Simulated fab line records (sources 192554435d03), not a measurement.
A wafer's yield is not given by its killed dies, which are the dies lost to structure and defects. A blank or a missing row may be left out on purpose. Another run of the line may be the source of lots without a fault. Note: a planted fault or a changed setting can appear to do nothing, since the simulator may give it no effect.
Chamber matching    flow n5-finfet    N5_MOL_CONTACT_COAG_ETCH_59 on rie-diel-03: 4 sister chambers
The step etches underlayer in N2/H2, target depth 13 nm, time 10.4 s. 22 wafers are shown with their chamber, then 11 later ones without.

== WAFERS, EACH WITH ITS CHAMBER ==
wafer   chamber  showerhead-plenum-p-Torr (Torr)  throttle-valve-pct (%)  oes-product-au (a.u.)
L074.2  2        2.43                             17.73                   0.64
L074.3  1        2.65                             17.75                   0.63
L074.6  0        2.51                             17.68                   0.59
L075.1  0        2.51                             17.71                   0.59
L075.2  3        2.52                             18.24                   0.61
L075.3  2        2.43                             17.73                   0.64
L076.1  2        2.43                             17.72                   0.64
L076.3  1        2.65                             17.77                   0.64
L076.4  0        2.51                             17.70                   0.59
L079.2  0        2.51                             17.71                   0.59
L079.4  1        2.64                             17.77                   0.63
L079.5  3        2.52                             18.24                   0.61
L081.2  3        2.52                             18.22                   0.61
L081.3  2        2.43                             17.74                   0.63
L081.6  3        2.52                             18.26                   0.60
L082.3  0        2.50                             17.72                   0.59
L082.4  2        2.43                             17.76                   0.63
L082.5  1        2.64                             17.78                   0.63
L083.3  0        2.50                             17.72                   0.58
L083.5  1        2.64                             17.80                   0.63
L083.6  0        2.50                             17.74                   0.58
L086.1  1        2.64                             17.81                   0.62

SIGNATURES (averages over the wafers above)
reading                   chamber 0  chamber 1  chamber 2  chamber 3  scatter within a chamber
showerhead-plenum-p-Torr  2.5057     2.6433     2.4300     2.5200     0.00411
throttle-valve-pct        17.7114    17.7800    17.7360    18.2400    0.0186
oes-product-au            0.5871     0.6300     0.6360     0.6075     0.00547
Rule: a wafer lies at a distance from a chamber equal to the root of the sum of squares, over the readings, of (its reading less the chamber's mean, divided by the reading's scatter). The wafer belongs to the nearest chamber; if the next one is less than 2 further off, it can't be placed. How the scatter is found: for the shown wafers, subtract from each reading the mean of its chamber, square and add these, divide the total by (wafers less chambers), then take the root.

== WAFERS WITHOUT THEIR CHAMBER ==
wafer   showerhead-plenum-p-Torr (Torr)  throttle-valve-pct (%)  oes-product-au (a.u.)
L086.3  2.50                             17.77                   0.58
L086.5  2.42                             17.76                   0.61
L087.2  2.42                             17.76                   0.62
L087.4  2.64                             17.80                   0.62
L087.5  2.52                             18.26                   0.59
L090.3  2.42                             17.78                   0.62
L090.5  2.42                             17.79                   0.62
L090.6  2.63                             17.81                   0.62
L096.1  2.62                             17.85                   0.61
L096.5  2.41                             17.82                   0.60
L096.6  2.62                             17.83                   0.60

== WHICH CHAMBER EACH ONE RAN IN ==
wafer   from the rows above  in truth
L086.3  0                    0
L086.5  2                    2
L087.2  2                    2
L087.4  1                    1
L087.5  3                    3
L090.3  2                    2
L090.5  2                    2
L090.6  1                    1
L096.1  1                    1
L096.5  2                    2
L096.6  1                    1
Placed correctly: 11 of 11. Not placeable from these rows: 0. Wrongly placed: 0.
